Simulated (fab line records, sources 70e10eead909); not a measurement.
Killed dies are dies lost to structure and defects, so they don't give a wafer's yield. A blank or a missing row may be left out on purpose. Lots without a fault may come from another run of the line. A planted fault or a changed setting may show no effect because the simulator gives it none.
fab line records | flow nand_harc
record lots=6 wafers=18 last_day=33
route steps=1302 shown P_M0@278 P_M1@285 END@1302
lots that met no fault: from a run of the same line without faults
start_h: hours from the record's first day to the start of the lot's first wafer shown | wait_h: hours since the lot's step before | " the same as in the row above | L1.1+2: a row that stands for several wafers | - no value, or no start given | * or withheld: withheld | < > ~ a bound
route shown NAME@n: a module of which the file shows steps, and the number in the route of the first | usual: mean/standard deviation of fault-free wafers | same: alike in all rows | chamber/n: place in a boat | sites: the reading at each site | _std_site: their standard deviation | _edge_site: outer sites' mean less inner sites' | radius_mm: how far each site lies from the wafer's centre | mask NAME#n: copy n | behind: the tool/chamber that last shaped the wafer | hold: why the lot was held/for how many hours/how that ended | device: the transistor (n, p or np) that didn't switch | end of line: the same wafers' tests at the end of the route | a step without rows: its recipe alone | killed: dies lost to structure and defects at the first sort, not the wafer's yield | map: a wafer's dies, x killed, . not, _ none there
set.NAME: the setting as run; set.NAME@STEP: as run at that earlier step | model.NAME: the simulator's own value behind a step, which no gauge read
lots at some steps of the route; a table a step, a row a wafer
services: from which hour (start_h, from the record's first day; less than 0 if before it) a tool's chamber was out of use, for how many hours, and why
## steps
# step NHARC_P_M0_CMP_23
# recipe t_overpolish_s=20 target_thk_nm=117.54
# usual motor_current_A=12.1/1.2 time_to_endpoint_s=28.1/2.9
# columns lot.wafer tool chamber start_h wait_h motor_current_A time_to_endpoint_s
L485.3 cmp-01 0 180.68 - 12.2 29.5
L485.1 " 3 " " 11.1 24.7
L485.6 " 1 " " 13.3 32.4
L488.3 cmp-01 1 208.11 - 13.3 29.8
L488.2 " 2 " " 13.0 21.4
L488.6 " 0 " " 11.0 27.3
L492.4 cmp-02 0 238.45 - 9.5 27.4
L492.3 " 2 " " 12.2 30.8
L492.6 " 0 " " 10.0 29.2
L491.3 cmp-03 1 239.40 - 11.0 32.1
L491.2 " 2 " " 11.4 27.7
L491.6 " 1 " " 10.7 26.2
L499.2 cmp-01 3 311.02 - 11.4 21.9
L499.4 " 1 " " 13.1 30.1
L499.6 " 3 " " 11.3 23.0
L503.2 cmp-03 2 350.42 - 11.6 29.3
L503.4 " 3 " " 12.9 30.4
L503.3 " 0 " " 12.1 27.8
# step NHARC_P_M0_THK_MEAS_24
# recipe thk_meas_gauge=xrf
# usual thk_nm=117.5/1.7
# columns lot.wafer tool chamber start_h wait_h thk_nm
L485.1 film_metro-02 - 180.99 - 117.0
L485.3 " - " " 121.6
L485.6 " - " " 122.5
L488.2 film_metro-02 - 208.36 - 118.4
L488.3 " - " " 118.5
L488.6 " - " " 117.2
L492.3 film_metro-02 - 238.76 - 118.1
L492.4 " - " " 116.6
L492.6 " - " " 117.9
L491.2 film_metro-02 - 239.69 - 114.0
L491.3 " - " " 117.8
L491.6 " - " " 115.7
L499.2 film_metro-02 - 311.31 - 116.6
L499.4 " - " " 120.0
L499.6 " - " " 116.2
L503.2 film_metro-02 - 350.70 - 118.5
L503.3 " - " " 117.7
L503.4 " - " " 119.3
# step NHARC_P_M0_SRD_25
# step NHARC_P_M0_INSPECT_27
# usual raw_defect_count=303/100
# columns lot.wafer tool chamber start_h wait_h raw_defect_count
L485.1 defect_inspect-02 - 181.15 0.0 494
L485.3 " - " " 310
L485.6 " - " " 471
L488.2 defect_inspect-02 - 208.52 0.0 184
L488.3 " - " " 183
L488.6 " - " " 163
L492.3 defect_inspect-01 - 238.92 0.0 299
L492.4 " - " " 275
L492.6 " - " " 601
L491.2 defect_inspect-02 - 239.84 0.0 302
L491.3 " - " " 288
L491.6 " - " " 297
L499.2 defect_inspect-02 - 311.47 0.0 443
L499.4 " - " " 287
L499.6 " - " " 491
L503.2 defect_inspect-02 - 350.86 0.0 335
L503.3 " - " " 225
L503.4 " - " " 308
# step NHARC_P_M0_PRE_CLEAN_31
# recipe time_s=12 temp_c=370 rf_power_w=300 gas=NH3
# usual heater_power_w=618/73
# same time_s=12
# columns lot.wafer tool chamber start_h wait_h heater_power_w
L485.1 pecvd-01 1 181.21 0.1 671
L485.3 " 2 " " 679
L485.6 " 0 " " 695
L488.2 pecvd-01 0 208.59 0.1 733
L488.3 " 0 " " 729
L488.6 " 0 " " 716
L492.3 pecvd-01 0 238.99 0.1 658
L492.4 " 0 " " 676
L492.6 " 2 " " 623
L491.3 pecvd-01 0 239.91 0.1 670
L491.2 " 2 " " 652
L491.6 " 2 " " 654
L499.2 pecvd-04 2 311.53 0.1 443
L499.6 " 0 " " 647
L499.4 " 1 " " 650
L503.2 pecvd-03 0 350.93 0.1 595
L503.3 " 1 " " 525
L503.4 " 2 " " 703
# step NHARC_P_M0_DEP_32
# recipe target_thk_a=300 temp_c=370 target_thk_nm=30 pressure_torr=3 flow_sccm=200 rf_w=450 material=SiCN
# usual heater_power_w=564/77 showerhead_vpp_V=1286/59
# columns lot.wafer tool chamber start_h wait_h heater_power_w showerhead_vpp_V
L485.1 pecvd-01 1 181.29 0.1 581 1276
L485.3 " 2 " " 608 1247
L485.6 " 0 " " 626 1266
L488.2 pecvd-01 0 208.71 0.1 695 1269
L488.3 " 0 " " 694 1286
L488.6 " 0 " " 676 1281
L492.3 pecvd-01 0 239.07 0.1 625 1290
L492.4 " 0 " " 612 1285
L492.6 " 2 " " 619 1218
L491.3 pecvd-01 0 239.99 0.1 621 1251
L491.2 " 2 " " 617 1239
L491.6 " 2 " " 617 1235
L499.2 pecvd-04 2 311.61 0.1 406 1217
L499.6 " 0 " " 540 1390
L499.4 " 1 " " 564 1298
L503.2 pecvd-03 0 351.01 0.1 584 1221
L503.3 " 1 " " 450 1335
L503.4 " 2 " " 678 1372
# step NHARC_P_M1_DEP_00
# recipe target_thk_a=1825 target_thk_nm=182.5 temp_c=withheld pressure_torr=5 flow_sccm=200 rf_w=600 material=SiOC
# step NHARC_P_M1_DEHYDRATE_01
# recipe temp_c=150 time_s=120
# step NHARC_P_M1_HMDS_02
# recipe time_s=30
# step NHARC_P_M1_COAT_34
# recipe temp_c=200 time_s=65
# step NHARC_P_M1_COAT_03
# recipe spin_rpm=1500 resist_thk_nm=90
# step NHARC_P_M1_SOFTBAKE_04
# recipe temp_c=105 time_s=55
# usual heater_power_total_W=188.46/0.14
# columns lot.wafer tool chamber start_h wait_h heater_power_total_W
L485.1 litho_track-04 0 182 - 188.30
L485.3 " 0 " " 188.67
L485.6 " 0 " " 188.32
L488.2 litho_track-06 0 209 - 188.67
L488.3 " 0 " " 188.37
L488.6 " 0 " " 188.41
L492.3 litho_track-06 0 239 - 188.33
L492.4 " 0 " " 198.05
L492.6 " 0 " " 198.52
L491.2 litho_track-06 0 240 - 198.06
L491.3 " 0 " " 188.52
L491.6 " 0 " " 198.07
L499.2 litho_track-06 0 312 - 188.42
L499.4 " 0 " " 188.57
L499.6 " 0 " " 188.73
L503.2 litho_track-06 0 351 - 188.51
L503.3 " 0 " " 188.36
L503.4 " 0 " " 188.49
# step NHARC_P_M1_EBR_05
# step NHARC_END_SORT_01
# recipe temp_c=25
# usual defect_limited_yield=91/3.1 killed_at_array=59/21 killed_at_other=1.0/1.1 killed_at_periphery=4.0/2.6 killed_dies=64/21 killed_open=3.2/1.7 killed_short=2.5/1.5
# same gross_dies=677
# columns lot.wafer tool chamber start_h wait_h defect_limited_yield[%] killed_at_array killed_at_other killed_at_periphery killed_dies killed_open killed_short
L485.1 prober-01 0 629.36 2.5 91 54 1 6 61 2 1
L485.3 prober-01 0 630.94 3.1 92 51 1 4 56 3 4
L485.6 prober-01 0 633.33 4.0 91 60 0 3 63 2 3
L488.2 prober-01 0 654.00 2.8 91 55 3 3 61 2 0
L488.3 prober-01 0 654.80 3.1 92 45 1 6 52 3 2
L488.6 prober-01 0 657.20 4.0 91 59 1 4 64 4 2
L491.2 prober-01 0 674.20 2.8 93 45 0 2 47 4 1
L491.3 prober-01 0 674.99 3.1 91 54 2 3 59 5 3
L491.6 prober-01 0 677.38 4.0 94 38 0 2 40 4 7
L503.2 prober-01 0 782.83 2.8 93 45 0 2 47 1 3
L503.3 prober-01 0 783.62 3.1 90 61 1 6 68 3 1
L503.4 prober-01 0 784.41 3.4 92 51 1 1 53 5 1
# killed by level:class
L485.1 A_SLIT:chamber_film_flake=29 A_CHANNEL_HOLE_D2:chamber_film_flake=9 A_CONTACT:chamber_film_flake=7 P_ZERO_WELL:chamber_film_flake=3 A_M1:chamber_film_flake=3 P_GATE:chamber_film_flake=2 A_SGD_CUT:chamber_film_flake=2 P_CONTACT:geometric_particle:open=1
L485.3 A_SLIT:chamber_film_flake=24 A_CHANNEL_HOLE_D2:chamber_film_flake=11 A_CONTACT:chamber_film_flake=4 P_GATE:chamber_film_flake=3 A_STAIRCASE:chamber_film_flake=2 A_ONON_D1:geometric_particle:short=1 A_CHANNEL_HOLE_D1:geometric_particle:short=1 A_ONON_D2:geometric_particle:short=1
L485.6 A_SLIT:chamber_film_flake=28 A_CHANNEL_HOLE_D2:chamber_film_flake=9 A_CONTACT:chamber_film_flake=6 A_STAIRCASE:chamber_film_flake=4 A_M1:chamber_film_flake=4 A_CHANNEL_HOLE_D1:chamber_film_flake=3 A_WL_FILL:geometric_particle:short=2 P_BONDPAD:chamber_film_flake=2
L488.2 A_SLIT:chamber_film_flake=26 A_CHANNEL_HOLE_D2:chamber_film_flake=9 A_CONTACT:chamber_film_flake=9 A_STAIRCASE:chamber_film_flake=7 THIN_TSV:chamber_film_flake=3 P_M2:chamber_film_flake=2 A_CHANNEL_HOLE_D1:chamber_film_flake=2 A_CHANNEL_FILL_D1:geometric_particle:open=1
L488.3 A_SLIT:chamber_film_flake=31 A_CHANNEL_HOLE_D2:chamber_film_flake=5 P_ZERO_WELL:chamber_film_flake=4 A_STAIRCASE:chamber_film_flake=3 A_CHANNEL_HOLE_D1:chamber_film_flake=2 P_GATE:geometric_particle:open=1 A_ONON_D1:geometric_particle:short=1 A_WL_FILL:geometric_particle:short=1
L488.6 A_SLIT:chamber_film_flake=27 A_CHANNEL_HOLE_D2:chamber_film_flake=11 A_STAIRCASE:chamber_film_flake=7 A_CONTACT:chamber_film_flake=6 P_ZERO_WELL:chamber_film_flake=2 A_CHANNEL_HOLE_D1:chamber_film_flake=2 P_GATE:geometric_particle:open=1 A_SOURCE_PLATE:geometric_particle:open=1
L491.2 A_CHANNEL_HOLE_D2:chamber_film_flake=22 A_CHANNEL_HOLE_D1:chamber_film_flake=9 A_CONTACT:chamber_film_flake=4 A_CHANNEL_FILL_D1:chamber_film_flake=3 A_STAIRCASE:chamber_film_flake=2 P_GATE:geometric_particle:open=1 A_ONON_D1:geometric_particle:short=1 A_CHANNEL_FILL_D1:geometric_particle:open=1
L491.3 A_CHANNEL_HOLE_D2:chamber_film_flake=26 A_CHANNEL_HOLE_D1:chamber_film_flake=10 A_CONTACT:chamber_film_flake=5 A_DECK1_JOINT:chamber_film_flake=4 A_CHANNEL_FILL_D1:geometric_particle:open=3 P_STI:geometric_particle:short=2 THIN_TSV:chamber_film_flake=2 A_ONON_D1:geometric_particle:short=1
L491.6 A_CHANNEL_HOLE_D2:chamber_film_flake=13 A_CHANNEL_HOLE_D1:chamber_film_flake=7 A_WL_FILL:geometric_particle:short=3 A_DECK1_JOINT:chamber_film_flake=3 A_SLIT:chamber_film_flake=2 P_M0:geometric_particle:open=1 A_SOURCE_PLATE:geometric_particle:short=1 A_ONON_D1:geometric_particle:open=1
L503.2 A_CHANNEL_HOLE_D2:chamber_film_flake=23 A_SLIT:chamber_film_flake=7 A_CONTACT:chamber_film_flake=6 A_CHANNEL_FILL_D2:geometric_particle:short=2 P_GATE:chamber_film_flake=2 A_DECK1_JOINT:chamber_film_flake=2 A_DECK1_JOINT:geometric_particle:open=1 A_SGD_CUT:geometric_particle:short=1
L503.3 A_CHANNEL_HOLE_D2:chamber_film_flake=34 A_SLIT:chamber_film_flake=11 A_CONTACT:chamber_film_flake=7 P_GATE:chamber_film_flake=6 A_CHANNEL_FILL_D2:geometric_particle:open=2 A_WL_FILL:geometric_particle:short=1 A_BLC:geometric_particle:open=1 A_ZERO_WELL:chamber_film_flake=1
L503.4 A_CHANNEL_HOLE_D2:chamber_film_flake=30 A_SLIT:chamber_film_flake=8 A_STAIRCASE:chamber_film_flake=3 A_CONTACT:chamber_film_flake=3 A_M1:geometric_particle:open=2 A_DECK1_JOINT:geometric_particle:open=1 A_WL_FILL:geometric_particle:open=1 A_BLC:geometric_particle:open=1
## services
# columns tool chamber start_h hours kind
cmp-01 - 159.68 0.4 repair
cmp-03 - 164.22 4.0 pm
cmp-01 - 172.33 6.8 repair
cmp-02 - 174.41 0.9 repair
litho_track-06 - 179.00 7.0 pm
pecvd-03 - 185.00 13.0 pm
cmp-01 - 185.70 4.0 pm
pecvd-01 1 191.63 22.7 repair
litho_track-04 - 203.00 7.0 pm
pecvd-01 - 213.82 0.9 repair
cmp-01 - 225.29 0.4 repair
pecvd-01 0 228.81 4.1 repair
cmp-02 - 232.50 4.0 pm
cmp-01 - 234.99 1.7 repair
cmp-03 - 239.68 1.0 repair
cmp-01 - 243.62 1.0 repair
cmp-01 - 259.11 2.5 repair
cmp-03 - 262.22 4.0 pm
pecvd-04 - 269.00 13.0 pm
cmp-01 - 283.70 4.0 pm
pecvd-01 - 311.20 13.0 pm
cmp-01 - 323.42 5.9 repair
pecvd-01 2 334.70 9.5 repair
cmp-03 - 343.98 0.5 repair
## key
first_sign step=NHARC_P_M1_SOFTBAKE_04 reading=heater_power_total_W direction=up sigmas=68 usual=* struck=*
effect none on later readings
met_at NHARC_P_M1_SOFTBAKE_04
struck_wafers L491.2,L491.6,L492.4,L492.6
onset_between 209 239
fault kind=process_parameter_drift tool=litho_track-06 chamber=- onset_h=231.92 steps=NHARC_P_M1_SOFTBAKE_04 channel=time_s offset=* shape=step end_h=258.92 scope=struck_wafers_only acts_in=* stated=*
